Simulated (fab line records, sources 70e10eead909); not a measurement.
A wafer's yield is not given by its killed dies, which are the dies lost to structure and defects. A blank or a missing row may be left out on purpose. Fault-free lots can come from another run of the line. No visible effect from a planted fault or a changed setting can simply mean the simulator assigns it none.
Struck lot and sound lot, side by side + flow nand_harc + 14 out of 1302 route steps
Sound: wafers L191.1, L191.2, L191.5. Struck: wafer L203.5. (L203.2, L203.3 of the same lot were not struck and are left out.) The cause comes at the end.
At each step with rows: each side's tool, then ch and its chambers, then its first start. Under that, the readings that differ: sound wafers + struck wafers + difference of the means + sigmas: that difference in standard deviations of wafers without a fault.
alike: a reading whose means differ by less than 2 such deviations, as well as words and numbers matching on both sides. not compared: withheld readings; readings where some wafer has no value; bounds like >300 that might hide an equal value; numbers whose values overlap and for which the record gives no deviation.
A row with sigmas, a row that says differs or no value, or rows on one side alone: a step with any of these is where the two part. When numbers do not overlap yet have no deviation, they are printed without sigmas and do not part them. A reading that every wafer of one side lacks parts them only if that side has two wafers or more.

first, 7 steps without rows for these wafers: NHARC_P_BONDPAD_COAT_36 (time 65 s); NHARC_P_BONDPAD_COAT_03 (resist thk 600 nm); NHARC_P_BONDPAD_SOFTBAKE_04 (time 70 s); NHARC_P_BONDPAD_EBR_05; NHARC_P_BONDPAD_EXPOSE_06 (exposes mask P BPAD); NHARC_P_BONDPAD_PEB_07 (peb time 80 s); NHARC_P_BONDPAD_DEVELOP_08 (time 50 s).
NHARC_P_BONDPAD_CD_MEAS_09: the cd target is 500 nm.
  sound on cd_sem-01 ch 0, day 7 19:15; struck on cd_sem-03 ch 0, day 12 18:07
  alike: cd_nm
NHARC_P_BONDPAD_OVL_MEAS_38:
  sound: overlay-01 at day 7 19:20; struck: overlay-01 at day 12 18:12
| reading           | sound      | struck | difference | sigmas |
|-------------------|------------|--------|------------|--------|
| overlay_y_nm (nm) | -9 -10 -10 | 4      | +14        | +2     |
  alike: overlay_x_nm
then, 1 step without rows for these wafers: NHARC_P_BONDPAD_HARDBAKE_10 (time 65 s).
NHARC_P_BONDPAD_DESCUM_11: chemistry O2, time 3 s.
  sound on rie_diel-10 ch 0,1,3, day 7 19:29; struck on rie_diel-05 ch 0, day 12 18:19
  alike: drypump_motor_current_A, oes_product_au, rf_vpp_V, showerhead_plenum_p_Torr, throttle_valve_pct
  not compared: rf_hours_counter_h
NHARC_P_BONDPAD_ETCH_37: etches the open film in N2/H2, target depth 60 nm, overetch 18 nm, time 65.91 s.
  sound on rie_diel-10 ch 2,3, day 7 19:33; struck on rie_diel-05 ch 1, day 12 18:25
  alike: bias_w, drypump_motor_current_A, oes_product_au, rf_vpp_V, run_length_s, showerhead_plenum_p_Torr, throttle_valve_pct
  not compared: rf_hours_counter_h
NHARC_P_BONDPAD_ETCH_12: etches the open film in CHF3/O2, target depth 200 nm, time 100 s.
  sound on rie_diel-10 ch 0,1,3, day 7 19:39; struck on rie_diel-05 ch 0, day 12 18:31
| reading          | sound             | struck | difference | sigmas |
|------------------|-------------------|--------|------------|--------|
| rf_vpp_V (V)     | 373.8 374.3 371.7 | 368.0  | -5.3       | -2     |
| run_length_s (s) | 121.1 121.4 121.8 | 109.5  | -11.9      | -27    |
  alike: drypump_motor_current_A, oes_product_au, showerhead_plenum_p_Torr, throttle_valve_pct
  not compared: bias_w, rf_hours_counter_h
NHARC_P_BONDPAD_CD_MEAS_13:
  sound: cd_sem-02 at day 7 19:47; struck: cd_sem-01 at day 12 18:38
  alike: cd_nm

== WHERE THEY PART ==
First at NHARC_P_BONDPAD_OVL_MEAS_38; last, within this record, at NHARC_P_BONDPAD_ETCH_12. Later steps at which nothing parts them and some readings are alike: NHARC_P_BONDPAD_CD_MEAS_13.

WHY: what the simulator had put in
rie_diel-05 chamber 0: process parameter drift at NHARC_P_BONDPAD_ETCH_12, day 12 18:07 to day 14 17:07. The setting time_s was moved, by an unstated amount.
